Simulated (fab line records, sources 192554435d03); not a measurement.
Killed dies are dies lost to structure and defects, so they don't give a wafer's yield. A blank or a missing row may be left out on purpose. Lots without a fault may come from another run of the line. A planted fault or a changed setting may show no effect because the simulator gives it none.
fab line records | flow n5_finfet
record lots=24 wafers=72 last_day=18
route steps=1938 shown BEOL_M7@1264 BEOL_M8@1350
lots that met no fault: from a run of the same line without faults
start_h: hours from the record's first day to the start of the lot's first wafer shown | wait_h: hours since the lot's step before | " the same as in the row above | L1.1+2: a row that stands for several wafers | - no value, or no start given | * or withheld: withheld | < > ~ a bound
route shown NAME@n: a module of which the file shows steps, and the number in the route of the first | usual: mean/standard deviation of fault-free wafers | same: alike in all rows | chamber/n: place in a boat | sites: the reading at each site | _std_site: their standard deviation | _edge_site: outer sites' mean less inner sites' | radius_mm: how far each site lies from the wafer's centre | mask NAME#n: copy n | behind: the tool/chamber that last shaped the wafer | hold: why the lot was held/for how many hours/how that ended | device: the transistor (n, p or np) that didn't switch | end of line: the same wafers' tests at the end of the route | a step without rows: its recipe alone | killed: dies lost to structure and defects at the first sort, not the wafer's yield | map: a wafer's dies, x killed, . not, _ none there
set.NAME: the setting as run; set.NAME@STEP: as run at that earlier step | model.NAME: the simulator's own value behind a step, which no gauge read
steps of the route over a sample of lots; a table a step, a row a wafer
services: from which hour (start_h, from the record's first day; less than 0 if before it) a tool's chamber was out of use, for how many hours, and why
## steps
# step N5_BEOL_M7_CURE_74
# recipe temp_c=385 time_s=240 ambient=He/Ar material=SiCOH_lowk
# usual lamp_power_pct=52.31/0.053 wafer_temp_C_max=386.8/0.71
# columns lot.wafer tool chamber start_h wait_h lamp_power_pct wafer_temp_C_max
L074.3 uv_cure-01 0 195.68 0.2 52.39 386.5
L074.4 " 0 " " 52.30 387.1
L074.6 " 0 " " 52.29 386.7
L075.2 uv_cure-01 1 198.03 0.1 52.29 385.8
L075.4 " 1 " " 52.35 386.0
L075.5 " 1 " " 52.28 386.6
L076.1 uv_cure-01 2 202.03 0.0 52.35 386.0
L076.4 " 2 " " 52.18 385.7
L076.6 " 2 " " 52.31 386.5
L078.1 uv_cure-02 2 204.13 0.0 52.31 386.0
L078.4 " 2 " " 52.34 386.1
L078.6 " 2 " " 52.31 386.4
L077.1 uv_cure-03 0 208.87 0.1 52.33 387.7
L077.3 " 0 " " 52.38 388.0
L077.4 " 0 " " 52.35 387.3
L079.1 uv_cure-01 0 225.31 0.0 52.34 386.5
L079.5 " 0 " " 52.28 386.6
L079.6 " 0 " " 52.40 386.9
L080.1 uv_cure-02 1 239.57 0.0 52.31 387.4
L080.3 " 1 " " 52.33 387.1
L080.4 " 1 " " 52.40 386.9
L081.2 uv_cure-01 0 244.25 0.2 52.26 386.8
L081.3 " 0 " " 52.34 386.2
L081.4 " 0 " " 52.33 385.8
L083.2 uv_cure-02 2 268.12 0.1 52.34 386.7
L083.5 " 2 " " 52.34 386.3
L083.6 " 2 " " 52.29 386.1
L084.3 uv_cure-03 1 268.45 0.2 52.30 386.4
L084.5 " 1 " " 52.28 387.4
L084.6 " 1 " " 52.29 386.6
L087.3 uv_cure-01 2 268.46 0.5 52.30 385.9
L087.4 " 2 " " 52.34 385.9
L087.6 " 2 " " 52.24 386.1
L082.4 uv_cure-01 2 272.36 0.5 52.33 386.4
L082.5 " 2 " " 52.23 385.8
L082.6 " 2 " " 52.29 385.8
L086.4 uv_cure-02 1 272.66 0.3 52.31 387.4
L086.5 " 1 " " 52.24 388.4
L086.6 " 1 " " 52.37 387.6
L085.2 uv_cure-03 2 285.12 0.1 52.33 387.0
L085.3 " 2 " " 52.37 387.1
L085.6 " 2 " " 52.18 387.0
L088.1 uv_cure-03 1 288.40 0.0 52.37 386.3
L088.2 " 1 " " 52.26 385.8
L088.4 " 1 " " 52.40 386.3
L089.1 uv_cure-03 2 304.08 0.4 52.31 387.4
L089.4 " 2 " " 52.24 387.4
L089.6 " 2 " " 52.34 387.7
L090.1 uv_cure-03 1 307.20 1.2 52.42 386.8
L090.3 " 1 " " 52.32 386.6
L090.6 " 1 " " 52.31 386.7
L091.1 uv_cure-03 1 309.99 0.0 52.28 386.2
L091.2 " 1 " " 52.31 386.1
L091.3 " 1 " " 52.31 386.4
L092.4 uv_cure-02 1 315.56 0.3 52.34 387.9
L092.5 " 1 " " 52.34 388.8
L092.6 " 1 " " 52.27 388.0
L093.1 uv_cure-02 0 316.75 0.0 52.44 386.2
L093.2 " 0 " " 52.40 386.4
L093.4 " 0 " " 52.23 386.7
L094.2 uv_cure-03 0 321.56 0.1 52.27 387.0
L094.5 " 0 " " 52.29 387.2
L094.6 " 0 " " 52.37 387.3
L095.2 uv_cure-03 1 324.04 0.1 52.31 386.6
L095.4 " 1 " " 52.31 386.6
L095.6 " 1 " " 52.28 386.5
L096.1 uv_cure-03 0 326.00 0.1 52.34 388.0
L096.2 " 0 " " 52.33 387.2
L096.3 " 0 " " 52.28 387.5
L097.1 uv_cure-01 1 345.66 0.2 52.40 386.4
L097.2 " 1 " " 52.39 386.4
L097.5 " 1 " " 52.25 386.6
# step N5_BEOL_M7_HM_OPEN_17
# recipe chemistry=Cl2/BCl3 target_depth_a=200 overetch_a=60 target=TiN mask_material=SOC ion_energy_ev=150 pressure_mtorr=10 icp_w=1000 bias_w=126 Cl2_flow_sccm=53.25 bcl3_flow_sccm=21.75 Ar_flow_sccm=25
# usual drypump_motor_current_A=5.83/0.18 mfc_cl2_sccm=53.27/0.16 oes_product_au=0.69/0.072 throttle_valve_pct=22.1/0.31
# columns lot.wafer tool chamber start_h wait_h drypump_motor_current_A mfc_cl2_sccm oes_product_au rf_hours_counter_h throttle_valve_pct
L074.3 rie_metal-02 0 198.36 0.1 6.02 53.51 0.76 - 22.0
L074.4 " 0 " " 6.02 53.22 0.77 - 21.9
L074.6 " 0 " " 6.04 53.54 0.77 - 21.9
L075.2 rie_metal-03 1 200.46 0.0 5.58 53.19 0.69 28 22.5
L075.4 " 1 " " 5.59 53.28 0.69 - 22.5
L075.5 " 1 " " 5.57 53.21 0.69 - 22.5
L076.1 rie_metal-02 0 205.39 0.0 6.05 53.41 0.76 9 22.0
L076.4 " 0 " " 6.05 53.41 0.75 - 21.9
L076.6 " 0 " " 6.04 53.20 0.75 - 22.0
L078.1 rie_metal-03 0 207.48 0.0 5.84 53.12 0.73 12 21.6
L078.4 " 0 " " 5.85 53.21 0.74 - 21.6
L078.6 " 1 " " 5.58 53.33 0.71 - 22.5
L077.1 rie_metal-03 1 211.63 0.0 5.60 53.39 0.70 29 22.5
L077.3 " 0 " " 5.85 53.37 0.73 - 21.6
L077.4 " 1 " " 5.58 53.15 0.69 - 22.5
L079.1 rie_metal-02 0 228.44 0.0 6.06 53.53 0.75 12 22.0
L079.5 " 1 " " 5.84 53.20 0.83 - 21.9
L079.6 " 0 " " 6.07 53.34 0.74 - 22.0
L080.1 rie_metal-01 0 241.82 0.0 6.01 53.20 0.70 34 21.9
L080.3 " 0 " " 6.01 53.34 0.71 - 21.9
L080.4 " 1 " " 5.66 53.44 0.56 - 22.5
L081.2 rie_metal-01 0 247.18 0.0 6.01 53.27 0.70 34 22.0
L081.3 " 0 " " 6.01 53.26 0.70 - 21.9
L081.4 " 1 " " 5.62 53.10 0.57 - 22.5
L083.2 rie_metal-01 0 270.28 0.0 5.99 53.03 0.70 36 21.9
L083.5 " 1 " " 5.62 52.93 0.56 - 22.4
L083.6 " 0 " " 5.98 53.21 0.69 - 21.9
L084.3 rie_metal-01 0 270.43 0.1 5.99 53.42 0.70 - 21.9
L084.5 " 0 " " 6.01 53.46 0.69 - 22.0
L084.6 " 1 " " 5.66 53.04 0.56 - 22.4
L087.3 rie_metal-01 0 270.69 0.1 6.00 53.11 0.70 - 22.0
L087.4 " 1 " " 5.60 53.12 0.56 - 22.4
L087.6 " 1 " " 5.63 53.33 0.56 - 22.4
L082.4 rie_metal-02 1 274.51 0.1 5.84 53.07 0.80 - 21.9
L082.5 " 0 " " 6.02 53.49 0.74 - 22.0
L082.6 " 1 " " 5.85 53.40 0.81 - 21.9
L086.4 rie_metal-01 1 274.82 0.1 5.63 53.25 0.56 - 22.5
L086.5 " 1 " " 5.65 53.30 0.55 - 22.4
L086.6 " 0 " " 6.00 53.19 0.69 - 21.9
L085.2 rie_metal-01 0 287.20 0.0 6.00 53.51 0.69 38 22.0
L085.3 " 0 " " 6.01 53.23 0.68 - 22.0
L085.6 " 0 " " 6.02 53.37 0.69 - 22.0
L088.1 rie_metal-03 1 290.96 0.0 5.58 53.31 0.67 37 22.5
L088.2 " 0 " " 5.84 53.10 0.70 20 21.7
L088.4 " 1 " " 5.58 53.24 0.68 - 22.5
L089.1 rie_metal-03 0 306.39 0.0 5.86 53.15 0.69 22 21.7
L089.4 " 0 " " 5.81 53.15 0.70 - 21.6
L089.6 " 0 " " 5.84 53.18 0.69 - 21.7
L090.1 rie_metal-01 0 309.93 0.0 6.00 53.32 0.69 40 22.0
L090.3 " 0 " " 5.98 53.17 0.68 - 22.0
L090.6 " 0 " " 5.98 53.10 0.69 - 22.0
L091.1 rie_metal-03 1 312.42 0.0 5.58 53.50 0.67 38 22.5
L091.2 " 0 " " 5.86 53.28 0.70 22 21.7
L091.3 " 1 " " 5.58 53.31 0.66 - 22.5
L092.4 rie_metal-01 0 318.97 0.1 5.98 53.36 0.67 - 22.0
L092.5 " 0 " " 6.02 53.06 0.68 - 22.0
L092.6 " 1 " " 5.65 53.19 0.55 - 22.5
L093.1 rie_metal-03 0 319.02 0.0 5.86 53.20 0.69 23 21.7
L093.2 " 1 " " 5.58 53.14 0.65 39 22.5
L093.4 " 0 " " 5.88 53.03 0.69 - 21.7
L094.2 rie_metal-02 0 323.57 0.0 6.06 53.50 0.72 20 22.0
L094.5 " 0 " " 6.07 53.36 0.71 - 22.0
L094.6 " 1 " " 5.85 53.45 0.78 - 22.0
L095.2 rie_metal-02 0 326.18 0.0 6.04 53.15 0.70 20 22.0
L095.4 " 1 " " 5.85 53.16 0.77 - 22.0
L095.6 " 0 " " 6.03 53.20 0.71 - 22.0
L096.1 rie_metal-03 1 329.50 0.0 5.59 53.52 0.67 39 22.5
L096.2 " 0 " " 5.87 53.26 0.69 23 21.7
L096.3 " 0 " " 5.86 53.37 0.70 - 21.7
L097.1 rie_metal-02 1 349.48 0.0 5.84 53.10 0.77 11 21.9
L097.2 " 0 " " 6.04 53.48 0.71 21 22.0
L097.5 " 0 " " 6.04 53.15 0.70 - 22.0
# step N5_BEOL_M7_ETCH_65
# recipe chemistry=CF4 target=SiARC target_depth_a=156 mask_material=CAR-EUV time_s=26 ion_energy_ev=80 pressure_mtorr=40 source_w=545 bias_w=36 Ar_flow_sccm=100 cf4_flow_sccm=100 ends=cleared
# usual drypump_motor_current_A=5.5/0.46 etch_rf_on_time_s=26.2/0.38 oes_product_au=0.65/0.066 rf_vpp_V=184.0/1.1 showerhead_plenum_p_Torr=2.14/0.06 throttle_valve_pct=15.61/0.15
# columns lot.wafer tool chamber start_h wait_h drypump_motor_current_A etch_rf_on_time_s oes_product_au rf_hours_counter_h rf_vpp_V showerhead_plenum_p_Torr throttle_valve_pct
L074.3 rie_diel-05 1 199.84 0.0 5.8 26.1 0.63 171 182.4 2.06 15.51
L074.4 " 2 " " 6.1 25.9 0.66 145 182.8 2.15 15.57
L074.6 " 3 " " 5.8 26.2 0.62 - 184.9 2.14 15.62
L075.2 rie_diel-04 1 201.25 0.0 4.9 25.2 0.76 59 185.6 2.27 15.62
L075.4 " 0 " " 5.6 26.3 0.64 174 184.5 2.13 15.65
L075.5 " 1 " " 4.8 25.2 0.75 - 185.4 2.27 15.62
L076.1 rie_diel-03 1 206.42 0.0 5.3 25.9 0.61 213 183.7 2.21 15.77
L076.4 " 2 " " 5.4 25.7 0.78 22 183.9 2.10 15.49
L076.6 " 1 " " 5.3 25.8 0.60 - 184.5 2.21 15.79
L078.1 rie_diel-03 1 208.26 0.0 5.3 25.8 0.61 213 184.7 2.21 15.78
L078.4 " 0 " " 5.6 25.7 0.64 185 183.5 2.13 15.53
L078.6 " 0 " " 5.6 25.9 0.63 - 184.6 2.13 15.52
L077.1 rie_diel-05 0 214.98 0.0 4.7 26.4 0.60 230 184.6 2.19 15.75
L077.3 " 1 " " 5.8 26.2 0.62 176 182.7 2.05 15.51
L077.4 " 3 " " 5.8 26.3 0.63 153 184.1 2.14 15.63
L079.1 rie_diel-05 0 230.96 0.0 4.7 26.6 0.59 236 183.9 2.19 15.76
L079.5 " 0 " " 4.8 26.5 0.59 - 185.0 2.19 15.76
L079.6 " 1 " " 5.8 26.6 0.62 - 182.2 2.05 15.52
L080.1 rie_diel-04 3 242.48 0.0 5.3 26.8 0.60 185 183.6 2.22 15.86
L080.3 " 1 " " 4.9 25.5 0.73 74 185.1 2.26 15.62
L080.4 " 0 " " 5.6 26.3 0.63 187 183.5 2.13 15.67
L081.2 rie_diel-04 1 248.67 0.0 4.9 25.7 0.73 76 185.6 2.26 15.64
L081.3 " 0 " " 5.6 26.1 0.64 188 185.3 2.13 15.68
L081.4 " 3 " " 5.3 26.6 0.60 187 185.1 2.22 15.87
L087.3 rie_diel-04 3 272.40 0.0 5.2 26.6 0.60 194 184.7 2.22 15.89
L087.4 " 1 " " 4.9 25.6 0.72 83 186.6 2.26 15.66
L087.6 " 0 " " 5.7 26.2 0.63 - 183.2 2.13 15.68
L084.3 rie_diel-05 0 272.45 0.0 4.7 26.6 0.58 248 185.3 2.19 15.80
L084.5 " 1 " " 5.8 26.3 0.61 - 182.5 2.05 15.54
L084.6 " 0 " " 4.7 26.6 0.58 - 184.5 2.19 15.80
L083.2 rie_diel-03 0 272.61 0.0 5.6 25.9 0.63 207 183.3 2.12 15.57
L083.5 " 1 " " 5.2 25.9 0.59 - 184.5 2.20 15.83
L083.6 " 2 " " 5.4 25.9 0.75 - 183.7 2.10 15.52
L082.4 rie_diel-03 3 278.25 0.0 6.2 25.3 0.68 98 183.8 2.07 15.56
L082.5 " 3 " " 6.2 25.4 0.68 - 182.8 2.07 15.57
L082.6 " 2 " " 5.4 25.9 0.75 - 183.2 2.10 15.53
L086.4 rie_diel-05 0 278.64 0.0 4.8 26.9 0.58 250 185.6 2.19 15.80
L086.5 " 0 " " 4.8 26.6 0.58 - 184.0 2.19 15.79
L086.6 " 3 " " 5.8 26.6 0.61 - 182.7 2.13 15.69
L085.2 rie_diel-03 1 288.18 0.0 5.2 26.3 0.58 239 184.5 2.20 15.83
L085.3 " 2 " " 5.4 26.1 0.74 47 183.2 2.10 15.53
L085.6 " 2 " " 5.4 26.2 0.74 - 183.8 2.10 15.53
L088.1 rie_diel-05 1 293.43 0.0 5.8 26.2 0.61 200 182.7 2.05 15.54
L088.2 " 2 " " 6.1 26.0 0.64 173 184.8 2.14 15.62
L088.4 " 3 " " 5.8 26.3 0.61 - 183.8 2.13 15.71
L089.1 rie_diel-04 2 311.01 0.0 5.3 25.8 0.74 54 183.1 2.10 15.35
L089.4 " 1 " " 4.9 25.5 0.70 92 183.6 2.25 15.68
L089.6 " 3 " " 5.2 26.8 0.58 - 184.5 2.22 15.89
L090.1 rie_diel-05 1 311.47 0.0 5.8 26.2 0.60 205 182.6 2.04 15.56
L090.3 " 0 " " 4.8 26.4 0.81 3 185.9 2.19 15.32
L090.6 " 2 " " 6.1 26.4 0.64 - 182.8 2.14 15.63
L091.1 rie_diel-04 1 313.55 0.0 4.9 25.7 0.70 93 185.2 2.25 15.69
L091.2 " 2 " " 5.3 25.8 0.74 55 184.0 2.10 15.34
L091.3 " 3 " " 5.2 26.7 0.59 204 184.1 2.22 15.91
L092.4 rie_diel-05 3 321.49 0.0 5.8 26.7 0.60 185 184.2 2.13 15.72
L092.5 " 1 " " 5.8 26.3 0.60 - 182.2 2.04 15.60
L092.6 " 2 " " 6.1 26.4 0.63 - 184.6 2.14 15.64
L093.1 rie_diel-05 2 321.91 0.0 6.1 26.5 0.63 180 183.3 2.14 15.64
L093.2 " 3 " " 5.8 26.6 0.60 185 183.3 2.13 15.72
L093.4 " 0 " " 4.8 26.3 0.80 6 184.5 2.18 15.32
L094.2 rie_diel-05 1 324.65 0.0 5.8 26.4 0.60 209 181.8 2.04 15.56
L094.5 " 2 " " 6.1 26.3 0.63 - 184.7 2.14 15.63
L094.6 " 3 " " 5.8 26.3 0.60 - 184.5 2.13 15.72
L095.2 rie_diel-05 3 327.91 0.0 5.8 26.5 0.60 187 182.9 2.13 15.71
L095.4 " 0 " " 4.7 26.0 0.80 8 184.6 2.18 15.33
L095.6 " 1 " " 5.8 26.4 0.60 - 181.9 2.04 15.56
L096.1 rie_diel-05 1 331.87 0.0 5.8 26.3 0.60 210 181.2 2.04 15.55
L096.2 " 3 " " 5.8 26.3 0.60 188 184.1 2.13 15.71
L096.3 " 0 " " 4.8 25.8 0.81 8 185.2 2.18 15.33
L097.1 rie_diel-05 3 353.65 0.0 5.9 26.7 0.60 194 184.1 2.13 15.72
L097.2 " 0 " " 4.8 26.1 0.78 15 185.7 2.18 15.34
L097.5 " 1 " " 5.8 26.7 0.59 - 182.4 2.04 15.59
# step N5_BEOL_M7_OCD_MEAS_38
# usual trench_depth_nm=92.8/1.3
# columns lot.wafer tool chamber start_h wait_h trench_depth_nm
L074.3 ocd-01 - 200.22 - 91.8
L074.4 " - " " 93.0
L074.6 " - " " 91.6
L075.2 ocd-02 - 201.63 - 94.1
L075.4 " - " " 92.7
L075.5 " - " " 95.8
L076.1 ocd-02 - 206.79 - 93.5
L076.4 " - " " 95.1
L076.6 " - " " 93.2
L078.1 ocd-02 - 208.63 - 93.8
L078.4 " - " " 93.7
L078.6 " - " " 93.0
L077.1 ocd-02 - 215.36 - 93.4
L077.3 " - " " 92.1
L077.4 " - " " 92.2
L079.1 ocd-01 - 231.33 - 92.9
L079.5 " - " " 93.0
L079.6 " - " " 92.8
L080.1 ocd-02 - 242.85 - 91.7
L080.3 " - " " 95.1
L080.4 " - " " 92.9
L081.2 ocd-02 - 249.05 - 93.6
L081.3 " - " " 91.4
L081.4 " - " " 91.4
L087.3 ocd-02 - 272.78 - 90.3
L087.4 " - " " 93.9
L087.6 " - " " 92.2
L084.3 ocd-01 - 272.83 - 91.9
L084.5 " - " " 91.2
L084.6 " - " " 93.0
L083.2 ocd-02 - 272.99 - 92.6
L083.5 " - " " 93.2
L083.6 " - " " 93.7
L082.4 ocd-01 - 278.63 - 94.3
L082.5 " - " " 94.8
L082.6 " - " " 94.5
L086.4 ocd-01 - 279.03 - 92.0
L086.5 " - " " 92.4
L086.6 " - " " 90.9
L085.2 ocd-01 - 288.56 - 93.1
L085.3 " - " " 94.6
L085.6 " - " " 93.8
L088.1 ocd-01 - 293.80 - 92.0
L088.2 " - " " 92.9
L088.4 " - " " 91.5
L089.1 ocd-01 - 311.39 - 93.0
L089.4 " - " " 92.2
L089.6 " - " " 89.5
L090.1 ocd-02 - 311.85 - 90.5
L090.3 " - " " 93.2
L090.6 " - " " 92.6
L091.1 ocd-01 - 313.93 - 94.8
L091.2 " - " " 94.8
L091.3 " - " " 91.8
L092.4 ocd-02 - 321.87 - 91.8
L092.5 " - " " 91.7
L092.6 " - " " 92.1
L093.1 ocd-01 - 322.29 - 92.1
L093.2 " - " " 91.5
L093.4 " - " " 93.2
L094.2 ocd-01 - 325.03 - 93.2
L094.5 " - " " 93.2
L094.6 " - " " 92.1
L095.2 ocd-02 - 328.29 - 90.9
L095.4 " - " " 92.7
L095.6 " - " " 91.3
L096.1 ocd-02 - 332.24 - 91.4
L096.2 " - " " 92.0
L096.3 " - " " 93.3
L097.1 ocd-02 - 354.02 - 91.2
L097.2 " - " " 93.7
L097.5 " - " " 91.5
# step N5_BEOL_M7_DEGAS_44
# recipe ambient=vacuum temp_c=250 time_s=60
# usual heater_power_w=337/31
# columns lot.wafer tool chamber start_h wait_h heater_power_w
L074.3 pvd_sputter-02 - 200.89 0.3 408
L074.4 " - " " 350
L074.6 " - " " 414
L075.2 pvd_sputter-02 - 202.23 0.3 407
L075.4 " - " " 379
L075.5 " - " " 412
L076.1 pvd_sputter-01 - 207.61 0.6 300
L076.4 " - " " 350
L076.6 " - " " 309
L078.1 pvd_sputter-02 - 209.37 0.5 316
L078.4 " - " " 345
L078.6 " - " " 320
L077.1 pvd_sputter-03 - 216.00 0.4 298
L077.3 " - " " 329
L077.4 " - " " 335
L079.1 pvd_sputter-03 - 232.08 0.5 298
L079.5 " - " " 344
L079.6 " - " " 310
L080.1 pvd_sputter-02 - 243.37 0.3 318
L080.3 " - " " 375
L080.4 " - " " 425
L081.2 pvd_sputter-03 - 250.13 0.7 342
L081.3 " - " " 328
L081.4 " - " " 321
L087.3 pvd_sputter-01 - 273.49 0.4 298
L087.4 " - " " 322
L087.6 " - " " 303
L084.3 pvd_sputter-01 - 273.67 0.3 345
L084.5 " - " " 347
L084.6 " - " " 331
L083.2 pvd_sputter-01 - 273.99 0.7 316
L083.5 " - " " 305
L083.6 " - " " 354
L082.4 pvd_sputter-02 - 279.33 0.3 350
L082.5 " - " " 324
L082.6 " - " " 380
L086.4 pvd_sputter-01 - 279.59 0.2 310
L086.5 " - " " 312
L086.6 " - " " 311
L085.2 pvd_sputter-03 - 290.14 1.3 352
L085.3 " - " " 324
L085.6 " - " " 345
L088.1 pvd_sputter-01 - 294.41 0.4 315
L088.2 " - " " 316
L088.4 " - " " 349
L089.1 pvd_sputter-03 - 312.02 0.4 333
L089.4 " - " " 327
L089.6 " - " " 348
L090.1 pvd_sputter-01 - 312.99 0.9 302
L090.3 " - " " 318
L090.6 " - " " 319
L091.1 pvd_sputter-02 - 314.76 0.3 317
L091.2 " - " " 403
L091.3 " - " " 385
L092.4 pvd_sputter-03 - 322.46 0.2 336
L092.5 " - " " 332
L092.6 " - " " 299
L093.1 pvd_sputter-03 - 322.80 0.3 338
L093.2 " - " " 295
L093.4 " - " " 302
L094.2 pvd_sputter-01 - 325.58 0.3 315
L094.5 " - " " 307
L094.6 " - " " 353
L095.2 pvd_sputter-03 - 329.00 0.4 327
L095.4 " - " " 338
L095.6 " - " " 332
L096.1 pvd_sputter-02 - 333.14 0.6 378
L096.2 " - " " 340
L096.3 " - " " 407
L097.1 pvd_sputter-02 - 354.55 0.3 381
L097.2 " - " " 320
L097.5 " - " " 381
# step N5_BEOL_M8_ETCH_62
# recipe chemistry=N2/H2 target=SOC target_depth_a=1100 overetch_a=220 mask_material=SiARC temp_c=40 time_s=165 ion_energy_ev=200 pressure_mtorr=30 source_w=840 bias_w=150 n2_flow_sccm=200 h2_flow_sccm=200
# usual drypump_motor_current_A=5.8/0.35 h2_flow_sccm=200.0/0.68 oes_product_au=0.68/0.073 rf_vpp_V=524.9/2.6 showerhead_plenum_p_Torr=2.58/0.093 throttle_valve_pct=17.91/0.21
# columns lot.wafer tool chamber start_h wait_h drypump_motor_current_A h2_flow_sccm oes_product_au rf_hours_counter_h rf_vpp_V showerhead_plenum_p_Torr throttle_valve_pct
L074.3 rie_diel-06 3 205.19 0.0 6.3 200.6 0.75 43 522.8 2.48 17.58
L074.4 " 0 " " 5.6 200.3 0.69 81 526.7 2.68 17.73
L074.6 " 2 " " 5.9 199.1 0.58 - 522.8 2.52 18.13
L075.2 rie_diel-06 2 207.80 0.0 5.9 201.3 0.58 219 523.2 2.52 18.12
L075.4 " 3 " " 6.3 200.7 0.75 44 523.5 2.48 17.59
L075.5 " 2 " " 5.9 201.0 0.58 - 523.7 2.52 18.13
L076.1 rie_diel-06 3 212.03 0.0 6.3 199.6 0.75 45 522.2 2.48 17.58
L076.4 " 1 " " 6.4 199.4 0.80 15 529.2 2.71 17.92
L076.6 " 3 " " 6.4 200.3 0.75 - 522.3 2.48 17.57
L078.1 rie_diel-02 0 215.94 0.0 5.9 199.8 0.66 134 527.3 2.65 18.03
L078.4 " 1 " " 5.4 200.0 0.67 107 527.2 2.68 18.14
L078.6 " 1 " " 5.4 199.7 0.67 - 528.0 2.68 18.12
L077.1 rie_diel-02 2 220.04 0.0 5.4 200.4 0.58 243 522.7 2.50 18.04
L077.3 " 1 " " 5.4 200.1 0.67 109 528.2 2.68 18.15
L077.4 " 0 " " 5.9 199.8 0.67 135 528.1 2.65 18.05
L079.1 rie_diel-01 2 237.62 0.0 4.9 199.6 0.61 199 517.0 2.32 18.12
L079.5 " 2 " " 4.9 200.3 0.61 - 517.6 2.32 18.08
L079.6 " 3 " " 5.5 199.0 0.75 - 525.4 2.59 17.74
L080.1 rie_diel-02 3 248.56 0.0 5.7 199.7 0.61 220 523.3 2.51 17.74
L080.3 " 0 " " 5.9 199.6 0.66 146 525.6 2.65 18.06
L080.4 " 0 " " 5.9 201.3 0.65 - 527.4 2.65 18.06
L081.2 rie_diel-02 3 253.42 0.0 5.7 200.1 0.61 222 522.1 2.51 17.73
L081.3 " 2 " " 5.4 199.1 0.85 0 522.8 2.50 17.60
L081.4 " 1 " " 5.4 200.1 0.66 123 526.9 2.67 18.18
L087.3 rie_diel-06 3 279.03 0.0 6.3 199.2 0.72 69 521.7 2.47 17.63
L087.4 " 1 " " 6.3 199.8 0.76 35 527.6 2.70 17.96
L087.6 " 1 " " 6.3 199.5 0.76 - 528.2 2.70 17.95
L083.2 rie_diel-06 0 279.67 0.0 5.6 200.7 0.68 104 527.2 2.67 17.79
L083.5 " 1 " " 6.3 199.0 0.75 - 527.1 2.70 17.94
L083.6 " 2 " " 6.0 199.2 0.57 - 523.3 2.51 18.17
L084.3 rie_diel-02 0 279.78 0.0 5.9 199.6 0.65 156 525.7 2.64 18.07
L084.5 " 1 " " 5.4 200.7 0.65 - 527.0 2.67 18.18
L084.6 " 2 " " 5.4 199.4 0.81 - 523.4 2.49 17.62
L086.4 rie_diel-06 2 283.57 0.0 5.9 200.4 0.57 243 524.1 2.51 18.18
L086.5 " 1 " " 6.3 200.6 0.75 - 527.5 2.70 17.97
L086.6 " 2 " " 5.9 200.9 0.57 - 522.9 2.51 18.19
L082.4 rie_diel-02 2 284.05 0.0 5.4 200.4 0.81 11 520.7 2.49 17.62
L082.5 " 3 " " 5.7 200.1 0.60 - 522.4 2.51 17.76
L082.6 " 2 " " 5.4 200.7 0.80 - 522.6 2.49 17.62
L085.2 rie_diel-02 2 297.06 0.0 5.4 200.9 0.79 14 522.4 2.49 17.62
L085.3 " 3 " " 5.7 200.1 0.60 236 521.9 2.51 17.76
L085.6 " 1 " " 5.4 199.7 0.65 - 526.9 2.67 18.17
L088.1 rie_diel-02 3 301.19 0.0 5.7 199.7 0.60 237 522.7 2.51 17.78
L088.2 " 0 " " 5.9 200.1 0.64 163 528.4 2.64 18.07
L088.4 " 1 " " 5.4 198.3 0.64 139 528.0 2.67 18.19
L089.1 rie_diel-06 0 315.67 0.0 5.6 199.8 0.66 119 524.8 2.66 17.82
L089.4 " 0 " " 5.6 199.4 0.66 - 528.1 2.66 17.82
L089.6 " 3 " " 6.3 199.7 0.70 - 521.0 2.46 17.66
L090.1 rie_diel-02 1 318.84 0.0 5.4 200.8 0.64 144 527.5 2.66 18.20
L090.3 " 2 " " 5.4 200.2 0.78 20 521.7 2.49 17.62
L090.6 " 2 " " 5.4 201.1 0.78 - 523.0 2.49 17.63
L091.1 rie_diel-02 2 319.20 0.0 5.4 201.3 0.78 20 523.8 2.49 17.63
L091.2 " 0 " " 5.9 200.3 0.64 169 526.5 2.64 18.08
L091.3 " 3 " " 5.8 198.5 0.60 243 523.4 2.50 17.76
L092.4 rie_diel-02 2 326.66 0.0 5.4 199.8 0.77 23 524.4 2.49 17.64
L092.5 " 1 " " 5.4 200.4 0.64 - 525.6 2.66 18.21
L092.6 " 2 " " 5.4 200.4 0.78 - 523.2 2.49 17.64
L093.1 rie_diel-06 1 327.01 0.1 6.3 200.4 0.75 49 527.0 2.69 17.97
L093.2 " 3 " " 6.3 199.9 0.71 88 522.0 2.46 17.66
L093.4 " 3 " " 6.3 200.9 0.71 - 520.0 2.46 17.65
L094.2 rie_diel-02 2 330.18 0.0 5.4 198.9 0.77 24 522.5 2.49 17.64
L094.5 " 3 " " 5.7 199.7 0.60 - 523.1 2.50 17.78
L094.6 " 2 " " 5.4 199.2 0.78 - 522.7 2.49 17.63
L095.2 rie_diel-02 1 333.78 0.0 5.4 199.8 0.64 150 526.0 2.66 18.22
L095.4 " 2 " " 5.4 199.9 0.77 26 523.6 2.49 17.64
L095.6 " 3 " " 5.7 200.0 0.60 - 522.5 2.50 17.79
L096.1 rie_diel-02 0 338.90 0.0 5.9 198.8 0.64 176 525.7 2.64 18.09
L096.2 " 1 " " 5.4 200.7 0.63 152 529.1 2.66 18.21
L096.3 " 2 " " 5.4 199.8 0.78 28 523.3 2.49 17.64
L097.1 rie_diel-06 1 361.41 0.0 6.3 199.6 0.72 64 527.1 2.69 17.97
L097.2 " 2 " " 5.9 198.4 0.78 10 523.0 2.50 17.76
L097.5 " 2 " " 5.9 199.8 0.78 - 522.9 2.50 17.77
## services
# columns tool chamber start_h hours kind
rie_diel-04 3 177.55 5.5 repair
rie_diel-03 2 191.94 6.5 repair
pvd_sputter-01 - 194.82 4.9 repair
rie_diel-05 - 203.16 0.3 repair
uv_cure-01 - 204.02 1.0 pm
rie_diel-04 0 208.33 7.4 repair
uv_cure-02 - 209.99 3.4 pm
uv_cure-02 - 225.97 5.9 repair
uv_cure-01 - 226.51 9.2 pm
rie_metal-03 - 239.27 2.4 repair
rie_diel-06 0 243.05 2.5 repair
rie_diel-03 3 260.74 9.0 repair
rie_diel-02 0 263.26 1.9 repair
rie_diel-05 - 265.48 2.8 pm
rie_metal-03 - 295.10 2.8 pm
rie_diel-06 1 298.54 10.2 repair
uv_cure-02 - 300.70 7.5 pm
uv_cure-01 - 304.24 7.5 pm
rie_diel-04 0 312.76 5.1 repair
rie_metal-03 - 316.92 0.3 repair
rie_diel-06 0 323.67 8.7 repair
uv_cure-02 - 336.49 1.0 pm
rie_diel-06 - 346.62 0.7 repair
rie_metal-02 - 353.43 0.3 repair
## key
fault none
